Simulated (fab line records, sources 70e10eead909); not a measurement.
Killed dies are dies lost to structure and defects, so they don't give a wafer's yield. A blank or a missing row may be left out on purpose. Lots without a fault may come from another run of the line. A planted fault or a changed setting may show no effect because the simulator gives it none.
Chamber matching | flow nand_harc | NHARC_A_STAIRCASE_DESCUM_252 on rie_diel-03: 4 sister chambers
The step chemistry O2, time 3 s. 24 wafers are shown with their chamber, then 12 later ones without.

WAFERS WITH THEIR CHAMBER
wafer  | chamber | drypump_motor_current_A (A) | showerhead_plenum_p_Torr (Torr) | oes_product_au (a.u.)
L074.1 | 1       | 6.3                         | 1.98                            | 1.000
L074.5 | 0       | 4.8                         | 1.89                            | 1.000
L074.6 | 3       | 5.8                         | 1.90                            | 1.012
L075.1 | 0       | 4.8                         | 1.89                            | 1.007
L075.2 | 1       | 6.3                         | 1.98                            | 1.001
L075.6 | 1       | 6.3                         | 1.98                            | 0.990
L080.3 | 3       | 5.8                         | 1.89                            | 1.027
L080.4 | 2       | 6.2                         | 1.77                            | 1.008
L080.5 | 3       | 5.8                         | 1.89                            | 1.024
L079.2 | 1       | 6.3                         | 1.97                            | 1.000
L079.4 | 2       | 6.2                         | 1.77                            | 1.006
L079.6 | 1       | 6.3                         | 1.97                            | 1.005
L081.1 | 1       | 6.3                         | 1.97                            | 1.006
L081.2 | 3       | 5.9                         | 1.89                            | 1.020
L081.6 | 2       | 6.2                         | 1.77                            | 1.005
L082.1 | 2       | 6.2                         | 1.76                            | 1.001
L082.2 | 0       | 4.8                         | 1.88                            | 1.012
L082.6 | 2       | 6.2                         | 1.76                            | 1.011
L083.3 | 0       | 4.8                         | 1.88                            | 0.991
L083.4 | 0       | 4.8                         | 1.88                            | 0.987
L083.5 | 1       | 6.3                         | 1.97                            | 0.998
L087.1 | 3       | 5.8                         | 1.89                            | 1.034
L087.2 | 1       | 6.3                         | 1.97                            | 1.013
L087.5 | 3       | 5.8                         | 1.88                            | 1.033

SIGNATURES (means of the wafers above)
reading                  | chamber 0 | chamber 1 | chamber 2 | chamber 3 | scatter within a chamber
drypump_motor_current_A  | 4.800     | 6.300     | 6.200     | 5.817     | 0.0204
showerhead_plenum_p_Torr | 1.8840    | 1.9737    | 1.7660    | 1.8900    | 0.0056
oes_product_au           | 0.99940   | 1.00162   | 1.00620   | 1.02500   | 0.0076
Rule: a wafer's distance from a chamber is the root of the sum, over the readings, of the square of ((its reading less the chamber's mean) divided by the reading's scatter). The wafer belongs to the nearest chamber; if the next one is less than 2 further off, it can't be placed. The scatter: the root of (the sum of the squares of (reading less its chamber's mean) over the shown wafers, divided by (wafers less chambers)).

WAFERS WITHOUT THEIR CHAMBER
wafer  | drypump_motor_current_A (A) | showerhead_plenum_p_Torr (Torr) | oes_product_au (a.u.)
L089.2 | 6.3                         | 1.97                            | 0.999
L089.4 | 6.2                         | 2.07                            | 0.984
L089.6 | 4.9                         | 1.87                            | 1.004
L094.1 | 5.8                         | 1.88                            | 1.029
L094.4 | 4.8                         | 1.87                            | 1.004
L094.5 | 6.3                         | 1.96                            | 1.015
L096.2 | 6.3                         | 1.96                            | 1.010
L096.4 | 6.2                         | 2.06                            | 0.994
L096.6 | 6.3                         | 1.96                            | 1.025
L097.1 | 6.3                         | 1.95                            | 1.004
L097.3 | 6.2                         | 2.06                            | 0.993
L097.5 | 4.8                         | 1.86                            | 1.001

WHICH CHAMBER EACH WENT THROUGH
wafer  | from the rows above | in truth
L089.2 | 1                   | 1
L089.4 | 1                   | 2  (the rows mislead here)
L089.6 | 0                   | 0
L094.1 | 3                   | 3
L094.4 | 0                   | 0
L094.5 | 1                   | 1
L096.2 | 1                   | 1
L096.4 | 1                   | 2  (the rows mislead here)
L096.6 | 1                   | 1
L097.1 | 1                   | 1
L097.3 | 1                   | 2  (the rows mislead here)
L097.5 | 0                   | 0
Placed correctly: 9 of 12. Can't be placed from these rows: 0. Placed wrongly: 3.
